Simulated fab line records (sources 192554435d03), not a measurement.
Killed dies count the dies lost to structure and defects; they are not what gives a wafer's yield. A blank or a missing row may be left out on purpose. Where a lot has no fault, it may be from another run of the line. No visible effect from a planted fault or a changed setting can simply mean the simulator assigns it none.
Matching of chambers -- flow n5-finfet -- ald-metal-01 running N5_BEOL_M3_ALD_84: 4 sister chambers
The step deposits TaN, pulse time 2 s, purge time 3 s, co reactant purge time 2 s. 14 wafers are shown with their chamber, then 6 later ones without.

== EACH WAFER AND ITS CHAMBER ==
wafer,chamber,heater-power-w (W)
L759.1,3,388
L759.4,0,479
L759.5,3,376
L758.1,1,387
L758.2,2,396
L758.4,3,379
L760.4,1,377
L760.5,0,485
L760.6,3,378
L761.1,3,377
L761.2,2,389
L761.6,3,384
L767.2,1,383
L767.5,3,375

SIGNATURES (means of the wafers above)
reading,chamber 0,chamber 1,chamber 2,chamber 3,scatter within a chamber
heater-power-w,482.00,382.33,392.50,379.57,4.76
Rule: for each reading, subtract the chamber's mean from the wafer's reading, divide by that reading's scatter and square the result; add these up over the readings and take the root, which gives the wafer's distance from the chamber. If the next closest chamber is less than 2 further off than the closest, the wafer can't be placed; otherwise it belongs to the closest. The scatter is the square root of a quotient: the sum, over the shown wafers, of each reading's squared deviation from its chamber's mean, divided by wafers minus chambers.

== WAFERS MISSING THEIR CHAMBER ==
wafer,heater-power-w (W)
L764.1,385
L764.3,466
L764.5,482
L768.1,411
L768.2,398
L768.3,476

== WHICH CHAMBER EACH ONE RAN IN ==
wafer,from the rows above,in truth
L764.1,can't be placed: 1 or 3 or 2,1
L764.3,0,0
L764.5,0,0
L768.1,2,2
L768.2,2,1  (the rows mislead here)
L768.3,0,0
Correct placement for 4 of the 6. Cannot be placed on the basis of these rows: 1; the candidates contain the true chamber in 1. Number placed wrongly: 1.
